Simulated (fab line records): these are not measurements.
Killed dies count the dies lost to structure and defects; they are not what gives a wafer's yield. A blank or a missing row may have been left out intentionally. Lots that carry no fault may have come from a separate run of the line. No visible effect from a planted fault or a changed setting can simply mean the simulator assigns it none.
fab line records | flow n5_finfet
[record] lots = 24 wafers = 72 last_day = 18
route steps=1938 shown BEOL_M1@830 BEOL_M2@856
lots with no fault: from the same line, run without faults
start_h: the number of hours between the record's first day and the start of the first shown wafer of the lot | wait_h: how many hours have passed since the lot's step before this one | " repeats the value in the row above | L1.1+2: one row covering several wafers at once | - no value present, or no start provided | * or withheld: withheld | < > ~ a bound
route shown NAME@n: a module of which the file shows steps, and the number in the route of the first | usual: mean and standard deviation over wafers with no fault | same: alike in all rows | chamber/n: place in a boat | sites: each site's reading | _std_site: their standard deviation | _edge_site: inner sites' mean taken away from outer sites' mean | radius_mm: how far each site lies from the wafer's centre | mask NAME#n: copy n | behind: tool/chamber where the wafer was last shaped | hold: why the lot went on hold/how many hours it stayed there/how the hold came to an end | device: the transistor (n, p or np) that didn't switch | end of line: the same wafers' tests at the end of the route | a step with no rows: only its recipe | killed: dies lost to structure and defects at the first sort, not the wafer's yield | map: per-die view of a wafer (x killed, . not killed, _ where there is no die)
set.NAME: the run value of the setting; set.NAME@STEP: its run value at that earlier step | model.NAME: the simulator's own value behind a step, which no gauge read
steps of the route over a sample of lots; a table a step, a row a wafer
services: when a tool's chamber went out of use (start_h, in hours from the record's first day, below 0 if earlier), for how many hours, and the reason
[[steps]]
[step N5_BEOL_M1_SPUTTER_96]
[recipe] material = Cu target_thk_a = 45 temp_c = -20 chamber_pressure_pa = 0.07 power_w = withheld time_s = 8.29
[usual] throttle_valve_pct = 30.3/0.99
// columns lot.wafer tool chamber start_h wait_h throttle_valve_pct
L074.3 pvd_sputter-01 - 132.32 0.1 30.2
L074.4 " - " " 28.4
L074.6 " - " " 31.5
L075.1 pvd_sputter-01 - 143.03 0.1 31.9
L075.2 " - " " 30.3
L075.4 " - " " 29.9
L077.2 pvd_sputter-02 - 144.79 0.1 29.6
L077.5 " - " " 30.0
L077.6 " - " " 29.4
L076.2 pvd_sputter-03 - 154.36 0.1 29.8
L076.3 " - " " 30.7
L076.4 " - " " 31.5
L078.1 pvd_sputter-02 - 157.52 0.1 31.9
L078.4 " - " " 30.2
L078.5 " - " " 31.5
L079.3 pvd_sputter-03 - 159.12 0.1 29.5
L079.4 " - " " 30.8
L079.6 " - " " 31.6
L080.1 pvd_sputter-02 - 160.05 0.1 29.9
L080.3 " - " " 29.9
L080.4 " - " " 29.5
L081.2 pvd_sputter-01 - 170.92 0.1 31.8
L081.3 " - " " 30.5
L081.5 " - " " 30.4
L082.3 pvd_sputter-02 - 182.05 0.1 30.0
L082.4 " - " " 31.8
L082.6 " - " " 29.9
L083.4 pvd_sputter-02 - 184.85 0.1 29.8
L083.5 " - " " 29.3
L083.6 " - " " 31.6
L084.2 pvd_sputter-03 - 192.10 0.1 29.7
L084.4 " - " " 29.0
L084.6 " - " " 29.4
L085.1 pvd_sputter-02 - 198.72 0.1 29.9
L085.2 " - " " 29.6
L085.6 " - " " 29.5
L086.2 pvd_sputter-01 - 201.70 0.1 31.6
L086.5 " - " " 30.4
L086.6 " - " " 31.9
L088.1 pvd_sputter-01 - 222.29 0.1 29.9
L088.2 " - " " 28.6
L088.3 " - " " 30.4
L087.2 pvd_sputter-01 - 224.13 0.1 31.6
L087.3 " - " " 30.2
L087.6 " - " " 31.5
L089.2 pvd_sputter-01 - 227.69 0.1 28.7
L089.4 " - " " 30.4
L089.6 " - " " 30.4
L090.1 pvd_sputter-03 - 228.68 0.1 29.1
L090.3 " - " " 30.6
L090.5 " - " " 29.5
L091.1 pvd_sputter-01 - 239.53 0.1 30.1
L091.2 " - " " 30.4
L091.4 " - " " 28.6
L092.1 pvd_sputter-03 - 249.05 0.1 29.8
L092.3 " - " " 30.4
L092.4 " - " " 31.2
L093.1 pvd_sputter-03 - 258.80 0.1 31.5
L093.5 " - " " 29.6
L093.6 " - " " 29.1
L095.1 pvd_sputter-01 - 261.98 0.1 30.3
L095.2 " - " " 31.9
L095.4 " - " " 30.3
L094.2 pvd_sputter-01 - 263.90 0.1 31.5
L094.3 " - " " 30.3
L094.5 " - " " 28.6
L096.4 pvd_sputter-02 - 271.00 0.1 31.8
L096.5 " - " " 30.0
L096.6 " - " " 30.0
L097.2 pvd_sputter-01 - 272.18 0.1 28.8
L097.4 " - " " 31.5
L097.5 " - " " 31.6
[step N5_BEOL_M2_INSPECT_13]
[recipe] mode = adi inspect_instrument = brightfield
[usual] raw_defect_count = 400/81
// columns lot.wafer tool chamber start_h wait_h raw_defect_count
L074.3 defect_inspect-02 - 134.40 0.0 397
L074.4 " - " " 353
L074.6 " - " " 357
L075.1 defect_inspect-02 - 145.48 0.1 527
L075.2 " - " " 464
L075.4 " - " " 348
L077.2 defect_inspect-01 - 149.20 0.0 565
L077.5 " - " " 481
L077.6 " - " " 410
L076.2 defect_inspect-01 - 157.86 0.0 317
L076.3 " - " " 287
L076.4 " - " " 323
L078.1 defect_inspect-02 - 159.96 0.1 308
L078.4 " - " " 339
L078.5 " - " " 375
L079.3 defect_inspect-02 - 161.51 0.0 454
L079.4 " - " " 443
L079.6 " - " " 420
L080.1 defect_inspect-01 - 164.65 0.1 343
L080.3 " - " " 408
L080.4 " - " " 220
L081.2 defect_inspect-02 - 173.47 0.0 418
L081.3 " - " " 465
L081.5 " - " " 321
L082.3 defect_inspect-01 - 185.81 0.0 344
L082.4 " - " " 377
L082.6 " - " " 449
L083.4 defect_inspect-01 - 186.61 0.0 409
L083.5 " - " " 323
L083.6 " - " " 346
L084.2 defect_inspect-01 - 195.51 0.0 418
L084.4 " - " " 412
L084.6 " - " " 425
L085.1 defect_inspect-01 - 202.74 0.1 355
L085.2 " - " " 336
L085.6 " - " " 439
L086.2 defect_inspect-01 - 203.49 0.0 399
L086.5 " - " " 408
L086.6 " - " " 500
L088.1 defect_inspect-02 - 225.18 0.1 501
L088.2 " - " " 421
L088.3 " - " " 359
L087.2 defect_inspect-01 - 227.30 0.0 414
L087.3 " - " " 405
L087.6 " - " " 590
L089.2 defect_inspect-02 - 230.61 0.3 333
L089.4 " - " " 349
L089.6 " - " " 392
L090.1 defect_inspect-01 - 233.02 0.1 337
L090.3 " - " " 314
L090.5 " - " " 509
L091.1 defect_inspect-02 - 245.49 0.1 344
L091.2 " - " " 394
L091.4 " - " " 429
L092.1 defect_inspect-02 - 251.32 0.1 372
L092.3 " - " " 413
L092.4 " - " " 380
L093.1 defect_inspect-01 - 261.48 0.1 627
L093.5 " - " " 416
L093.6 " - " " 609
L095.1 defect_inspect-02 - 264.70 0.1 335
L095.2 " - " " 412
L095.4 " - " " 357
L094.2 defect_inspect-01 - 268.66 0.0 289
L094.3 " - " " 348
L094.5 " - " " 376
L096.4 defect_inspect-01 - 273.27 0.0 409
L096.5 " - " " 419
L096.6 " - " " 393
L097.2 defect_inspect-02 - 275.41 0.0 389
L097.4 " - " " 465
L097.5 " - " " 447
[step N5_BEOL_M2_ETCH_70]
[recipe] chemistry = N2/H2 target = SOC target_depth_a = 800 overetch_a = 240 mask_material = SiARC temp_c = 40 time_s = 130 ion_energy_ev = 200 pressure_mtorr = 30 source_w = 840 bias_w = 150 n2_flow_sccm = 200 h2_flow_sccm = 200
[usual] drypump_motor_current_A = 5.8/0.39 oes_product_au = 0.60/0.069 rf_vpp_V = 524.7/2.1 showerhead_plenum_p_Torr = 2.57/0.073 throttle_valve_pct = 17.76/0.28
// columns lot.wafer tool chamber start_h wait_h drypump_motor_current_A oes_product_au rf_hours_counter_h rf_vpp_V showerhead_plenum_p_Torr throttle_valve_pct
L074.3 rie_diel-05 0 139.86 0.0 5.4 0.72 0 521.6 2.52 17.81
L074.4 " 1 " " 6.1 0.66 25 525.9 2.59 17.38
L074.6 " 0 " " 5.4 0.72 - 522.9 2.52 17.81
L075.1 rie_diel-05 3 149.37 0.0 6.1 0.51 222 522.5 2.53 18.17
L075.2 " 2 " " 5.7 0.57 113 527.0 2.69 17.96
L075.4 " 1 " " 6.1 0.66 28 525.9 2.59 17.41
L077.2 rie_diel-04 3 153.59 0.0 5.4 0.53 220 522.5 2.50 17.95
L077.5 " 1 " " 5.4 0.54 - 524.8 2.64 18.17
L077.6 " 0 " " 5.3 0.51 - 524.8 2.60 18.07
L076.2 rie_diel-06 3 164.91 0.0 5.7 0.66 16 524.7 2.61 17.45
L076.3 " 0 " " 5.4 0.51 204 519.9 2.40 17.77
L076.4 " 3 " " 5.7 0.66 - 524.6 2.61 17.47
L078.1 rie_diel-05 3 168.17 0.0 6.1 0.51 229 522.6 2.52 18.18
L078.4 " 2 " " 5.7 0.57 - 526.5 2.68 17.97
L078.5 " 1 " " 6.1 0.65 - 525.6 2.59 17.41
L079.3 rie_diel-05 2 168.69 0.0 5.7 0.56 119 527.5 2.68 17.97
L079.4 " 2 " " 5.7 0.57 - 527.3 2.68 17.98
L079.6 " 3 " " 6.1 0.51 - 523.0 2.52 18.17
L080.1 rie_diel-05 3 171.49 0.0 6.2 0.51 230 523.7 2.52 18.18
L080.3 " 1 " " 6.1 0.65 37 526.7 2.59 17.40
L080.4 " 3 " " 6.1 0.51 - 524.8 2.52 18.19
L081.2 rie_diel-05 1 177.33 0.0 6.1 0.64 38 525.7 2.59 17.39
L081.3 " 3 " " 6.1 0.51 232 523.8 2.52 18.18
L081.5 " 0 " " 5.4 0.68 - 523.9 2.52 17.84
L083.4 rie_diel-04 1 191.65 0.0 5.4 0.52 236 525.3 2.63 18.20
L083.5 " 2 " " 5.9 0.60 - 528.3 2.66 17.74
L083.6 " 3 " " 5.3 0.52 - 522.4 2.50 17.95
L082.3 rie_diel-06 1 191.68 0.0 6.5 0.71 5 524.0 2.59 17.30
L082.4 " 3 " " 5.7 0.64 26 525.1 2.60 17.49
L082.6 " 0 " " 5.4 0.51 - 520.1 2.40 17.79
L084.2 rie_diel-05 1 198.36 0.0 6.1 0.64 43 524.2 2.59 17.42
L084.4 " 3 " " 6.1 0.50 242 523.5 2.52 18.20
L084.6 " 2 " " 5.7 0.56 - 527.5 2.68 17.99
L085.1 rie_diel-06 1 219.19 0.0 6.5 0.68 15 526.7 2.58 17.30
L085.2 " 3 " " 5.7 0.63 35 525.9 2.60 17.48
L085.6 " 0 " " 5.3 0.50 - 519.5 2.39 17.81
L086.2 rie_diel-05 3 219.29 0.0 6.1 0.50 247 522.7 2.52 18.19
L086.5 " 2 " " 5.7 0.55 - 527.6 2.68 18.01
L086.6 " 3 " " 6.2 0.50 - 523.3 2.52 18.22
L088.1 rie_diel-05 1 232.28 0.0 6.1 0.62 51 526.3 2.58 17.44
L088.2 " 0 " " 5.4 0.65 28 521.7 2.51 17.87
L088.3 " 3 " " 6.1 0.50 250 523.9 2.51 18.23
L087.2 rie_diel-05 0 246.04 0.0 5.4 0.65 33 522.5 2.51 17.87
L087.3 " 1 " " 6.1 0.62 55 525.0 2.58 17.43
L087.6 " 0 " " 5.4 0.64 - 521.3 2.51 17.88
L089.2 rie_diel-04 2 249.46 0.0 5.9 0.58 132 527.6 2.65 17.77
L089.4 " 0 " " 5.3 0.68 - 525.7 2.58 17.60
L089.6 " 3 " " 5.4 0.52 - 521.6 2.49 18.00
L090.1 rie_diel-06 1 249.66 0.0 6.5 0.67 23 526.3 2.58 17.32
L090.3 " 2 " " 6.4 0.66 37 524.7 2.57 17.43
L090.5 " 2 " " 6.4 0.66 - 524.4 2.57 17.42
L091.1 rie_diel-06 2 255.14 0.0 6.4 0.66 39 525.8 2.57 17.43
L091.2 " 1 " " 6.5 0.67 25 525.6 2.58 17.33
L091.4 " 0 " " 5.3 0.50 234 519.7 2.39 17.83
L092.1 rie_diel-04 1 262.02 0.0 5.4 0.70 5 525.2 2.62 17.84
L092.3 " 0 " " 5.3 0.67 22 525.0 2.58 17.59
L092.4 " 2 " " 5.9 0.58 - 526.4 2.64 17.78
L095.1 rie_diel-04 0 271.31 0.0 5.3 0.66 26 525.7 2.58 17.61
L095.2 " 2 " " 5.9 0.57 144 526.2 2.64 17.78
L095.4 " 0 " " 5.4 0.66 - 526.1 2.58 17.60
L093.1 rie_diel-04 1 274.74 0.0 5.4 0.69 10 524.5 2.62 17.86
L093.5 " 1 " " 5.4 0.68 - 524.7 2.62 17.83
L093.6 " 0 " " 5.3 0.66 - 525.1 2.58 17.61
L097.2 rie_diel-04 0 281.30 0.0 5.3 0.65 30 525.5 2.58 17.60
L097.4 " 3 " " 5.4 0.71 2 523.2 2.49 17.63
L097.5 " 1 " " 5.4 0.68 - 525.1 2.62 17.86
L094.2 rie_diel-06 0 283.02 0.0 5.3 0.49 244 519.7 2.38 17.83
L094.3 " 2 " " 6.4 0.65 48 524.0 2.57 17.46
L094.5 " 0 " " 5.3 0.50 - 519.1 2.38 17.82
L096.4 rie_diel-05 0 286.15 0.0 5.4 0.62 - 521.4 2.50 17.92
L096.5 " 2 " " 5.7 0.54 - 527.7 2.66 18.04
L096.6 " 1 " " 6.1 0.61 - 525.3 2.57 17.47
[step N5_BEOL_M2_ALD_84]
[recipe] material = TaN target_thk_a = * temp_c = 275 ald_precursor_family = PDMAT ald_co_reactant = NH3 pressure_torr = 3 carrier_flow_sccm = 1500 pulse_time_s = 2 purge_time_s = 3 co_reactant_purge_time_s = 2 co_reactant_pulse_time_s = 3 ald_cycles = 30 precursor_vessel_temp_c = 75 precursor_vessel_pressure_torr = 26.25 precursor_vessel_carrier_sccm = 1000
[usual] heater_power_w = 421/46
[same] purge_time_s = 3
// columns lot.wafer tool chamber start_h wait_h heater_power_w
L074.3 ald_metal-02 2 140.85 0.0 382
L074.4 " 1 " " 412
L074.6 " 3 " " 427
L075.1 ald_metal-03 1 150.32 0.1 480
L075.2 " 2 " " 473
L075.4 " 0 " " 422
L077.2 ald_metal-04 0 154.67 0.2 490
L077.5 " 3 " " 409
L077.6 " 2 " " 353
L076.2 ald_metal-02 0 165.77 0.0 411
L076.3 " 1 " " 417
L076.4 " 2 " " 384
L078.1 ald_metal-03 0 169.05 0.2 424
L078.4 " 3 " " 352
L078.5 " 1 " " 496
L079.3 ald_metal-02 3 171.72 0.1 421
L079.4 " 1 " " 416
L079.6 " 1 " " 421
L080.1 ald_metal-04 2 172.62 0.1 352
L080.3 " 0 " " 494
L080.4 " 3 " " 395
L081.2 ald_metal-03 2 178.67 0.3 457
L081.3 " 0 " " 422
L081.5 " 3 " " 353
L082.3 ald_metal-04 0 192.41 0.0 495
L082.4 " 3 " " 403
L082.6 " 0 " " 499
L083.4 ald_metal-02 0 192.69 0.0 422
L083.5 " 0 " " 418
L083.6 " 1 " " 415
L084.2 ald_metal-03 2 199.47 0.0 460
L084.4 " 3 " " 354
L084.6 " 2 " " 454
L085.1 ald_metal-04 2 219.98 0.0 349
L085.2 " 1 " " 466
L085.6 " 1 " " 463
L086.2 ald_metal-03 0 220.16 0.1 426
L086.5 " 3 " " 359
L086.6 " 0 " " 414
L088.1 ald_metal-03 0 233.09 0.1 416
L088.2 " 1 " " 490
L088.3 " 3 " " 352
L087.2 ald_metal-02 0 246.85 0.0 395
L087.3 " 2 " " 384
L087.6 " 2 " " 383
L089.2 ald_metal-03 2 250.51 0.0 452
L089.4 " 3 " " 364
L089.6 " 1 " " 487
L090.1 ald_metal-04 3 250.91 0.0 406
L090.3 " 0 " " 501
L090.5 " 2 " " 353
L091.1 ald_metal-02 1 256.13 0.1 413
L091.2 " 0 " " 416
L091.4 " 3 " " 424
L092.1 ald_metal-04 2 263.08 0.0 361
L092.3 " 0 " " 502
L092.4 " 3 " " 400
L095.1 ald_metal-04 2 272.46 0.1 362
L095.2 " 1 " " 464
L095.4 " 3 " " 403
L093.1 ald_metal-03 0 275.82 0.1 422
L093.5 " 0 " " 419
L093.6 " 1 " " 496
L097.2 ald_metal-03 3 283.22 0.0 356
L097.4 " 3 " " 354
L097.5 " 2 " " 461
L094.2 ald_metal-03 0 283.76 0.0 422
L094.3 " 2 " " 445
L094.5 " 0 " " 409
L096.4 ald_metal-02 2 287.28 0.1 387
L096.5 " 1 " " 412
L096.6 " 2 " " 390
[step N5_BEOL_M2_THK_MEAS_53]
[recipe] thk_meas_gauge = xrf reads = Cu_of_BEOL_M2_ECD_50
[usual] M2_THK = 40.4/2
// columns lot.wafer tool chamber start_h wait_h M2_THK[nm]
L074.3 film_metro-01 - 143.89 - 38.0
L074.4 " - " " 40.4
L074.6 " - " " 41.9
L075.1 film_metro-01 - 154.93 - 39.8
L075.2 " - " " 37.1
L075.4 " - " " 42.3
L077.2 film_metro-02 - 157.97 - 37.7
L077.5 " - " " 38.5
L077.6 " - " " 37.3
L076.2 film_metro-02 - 168.87 - 42.7
L076.3 " - " " 40.5
L076.4 " - " " 39.1
L078.1 film_metro-02 - 172.16 - 37.2
L078.4 " - " " 38.8
L078.5 " - " " 39.8
L079.3 film_metro-02 - 174.79 - 41.1
L079.4 " - " " 40.4
L079.6 " - " " 38.5
L080.1 film_metro-02 - 175.63 - 36.9
L080.3 " - " " 43.4
L080.4 " - " " 37.7
L081.2 film_metro-02 - 181.90 - 40.3
L081.3 " - " " 39.6
L081.5 " - " " 38.2
L082.3 film_metro-01 - 195.53 - 43.1
L082.4 " - " " 41.0
L082.6 " - " " 38.8
L083.4 film_metro-02 - 195.76 - 42.2
L083.5 " - " " 45.2
L083.6 " - " " 41.1
L084.2 film_metro-01 - 202.53 - 39.9
L084.4 " - " " 40.4
L084.6 " - " " 39.3
L085.1 film_metro-02 - 223.05 - 47.2
L085.2 " - " " 43.7
L085.6 " - " " 37.9
L086.2 film_metro-02 - 224.97 - 37.5
L086.5 " - " " 41.1
L086.6 " - " " 40.8
L088.1 film_metro-01 - 236.34 - 41.3
L088.2 " - " " 42.4
L088.3 " - " " 39.8
L087.2 film_metro-01 - 250.02 - 35.7
L087.3 " - " " 41.1
L087.6 " - " " 36.7
L089.2 film_metro-01 - 253.60 0.1 39.2
L089.4 " - " " 43.3
L089.6 " - " " 42.2
L090.1 film_metro-02 - 254.05 0.1 40.5
L090.3 " - " " 43.2
L090.5 " - " " 42.1
L091.1 film_metro-02 - 260.78 - 40.2
L091.2 " - " " 42.8
L091.4 " - " " 38.8
L092.1 film_metro-02 - 266.12 - 42.6
L092.3 " - " " 43.3
L092.4 " - " " 42.3
L095.1 film_metro-02 - 276.01 - 42.2
L095.2 " - " " 40.6
L095.4 " - " " 41.2
L093.1 film_metro-02 - 280.74 - 39.8
L093.5 " - " " 39.6
L093.6 " - " " 41.9
L097.2 film_metro-01 - 286.27 - 40.8
L097.4 " - " " 42.7
L097.5 " - " " 40.0
L094.2 film_metro-01 - 286.90 - 39.4
L094.3 " - " " 39.4
L094.5 " - " " 39.9
L096.4 film_metro-01 - 290.42 - 38.3
L096.5 " - " " 38.9
L096.6 " - " " 40.1
[step N5_BEOL_M2_CO_CAP_55]
[recipe] material = Co target_thk_a = 20 temp_c = 200 precursor = CCTBA/H2 pressure_torr = 30 time_s = 102.1
[usual] heater_power_w = 243/25
// columns lot.wafer tool chamber start_h wait_h heater_power_w
L074.3 cvd_co-02 0 143.97 0.0 273
L074.4 " 2 " " 237
L074.6 " 1 " " 203
L075.1 cvd_co-01 0 155.15 0.0 255
L075.2 " 2 " " 263
L075.4 " 2 " " 262
L077.2 cvd_co-02 0 158.04 0.0 274
L077.5 " 0 " " 272
L077.6 " 2 " " 241
L076.2 cvd_co-02 2 168.95 0.0 241
L076.3 " 0 " " 274
L076.4 " 0 " " 267
L078.1 cvd_co-01 2 172.24 0.0 263
L078.4 " 1 " " 211
L078.5 " 2 " " 267
L079.3 cvd_co-01 1 174.86 0.0 219
L079.4 " 1 " " 212
L079.6 " 0 " " 254
L080.1 cvd_co-02 0 175.71 0.0 275
L080.3 " 2 " " 238
L080.4 " 0 " " 273
L081.2 cvd_co-01 1 182.01 0.0 223
L081.3 " 2 " " 255
L081.5 " 0 " " 257
L082.3 cvd_co-01 1 195.70 0.0 216
L082.4 " 2 " " 261
L082.6 " 0 " " 257
L083.4 cvd_co-01 0 195.87 0.0 263
L083.5 " 1 " " 213
L083.6 " 2 " " 256
L084.2 cvd_co-01 0 202.68 0.0 259
L084.4 " 1 " " 221
L084.6 " 0 " " 251
L085.1 cvd_co-01 0 223.12 0.0 263
L085.2 " 2 " " 262
L085.6 " 0 " " 255
L086.2 cvd_co-02 0 225.05 0.0 281
L086.5 " 2 " " 240
L086.6 " 0 " " 282
L088.1 cvd_co-02 2 236.43 0.0 238
L088.2 " 1 " " 203
L088.3 " 0 " " 272
L087.2 cvd_co-01 2 250.09 0.0 263
L087.3 " 1 " " 217
L087.6 " 2 " " 259
L089.2 cvd_co-01 0 253.68 0.0 256
L089.4 " 2 " " 258
L089.6 " 1 " " 213
L090.1 cvd_co-02 0 254.13 0.0 269
L090.3 " 1 " " 208
L090.5 " 2 " " 239
L091.1 cvd_co-01 0 260.86 0.0 254
L091.2 " 1 " " 215
L091.4 " 0 " " 269
L092.1 cvd_co-02 2 266.20 0.0 243
L092.3 " 1 " " 201
L092.4 " 1 " " 201
L095.1 cvd_co-02 2 276.09 0.0 237
L095.2 " 1 " " 207
L095.4 " 2 " " 243
L093.1 cvd_co-02 1 280.82 0.0 208
L093.5 " 1 " " 200
L093.6 " 2 " " 243
L097.2 cvd_co-02 0 286.35 0.0 276
L097.4 " 1 " " 207
L097.5 " 0 " " 273
L094.2 cvd_co-01 2 286.98 0.0 257
L094.3 " 1 " " 219
L094.5 " 2 " " 264
L096.4 cvd_co-01 1 290.74 0.0 214
L096.5 " 2 " " 264
L096.6 " 0 " " 261
[[services]]
// columns tool chamber start_h hours kind
pvd_sputter-01 - 118.52 3.9 repair
ald_metal-03 - 129.05 2.8 pm
cvd_co-02 - 130.46 0.2 repair
ald_metal-04 - 143.52 6.0 pm
ald_metal-02 1 151.25 1.7 repair
ald_metal-02 - 151.83 8.7 pm
rie_diel-05 0 167.07 5.0 repair
rie_diel-04 2 175.54 3.6 repair
ald_metal-02 - 178.46 6.0 pm
rie_diel-05 1 183.42 12.0 repair
cvd_co-02 - 200.41 6.9 pm
rie_diel-05 - 205.16 0.7 repair
cvd_co-01 - 207.31 2.8 pm
rie_diel-05 - 218.37 0.1 repair
ald_metal-02 3 226.31 2.8 repair
cvd_co-02 2 241.25 7.8 repair
rie_diel-05 3 242.46 40.9 repair
ald_metal-02 2 249.40 6.7 repair
rie_diel-04 1 252.29 3.0 repair
ald_metal-03 1 262.22 8.8 repair
ald_metal-02 2 266.93 17.2 repair
cvd_co-02 - 268.00 0.5 repair
ald_metal-02 - 277.86 2.8 pm
ald_metal-03 1 282.50 6.5 repair
[[key]]
fault none
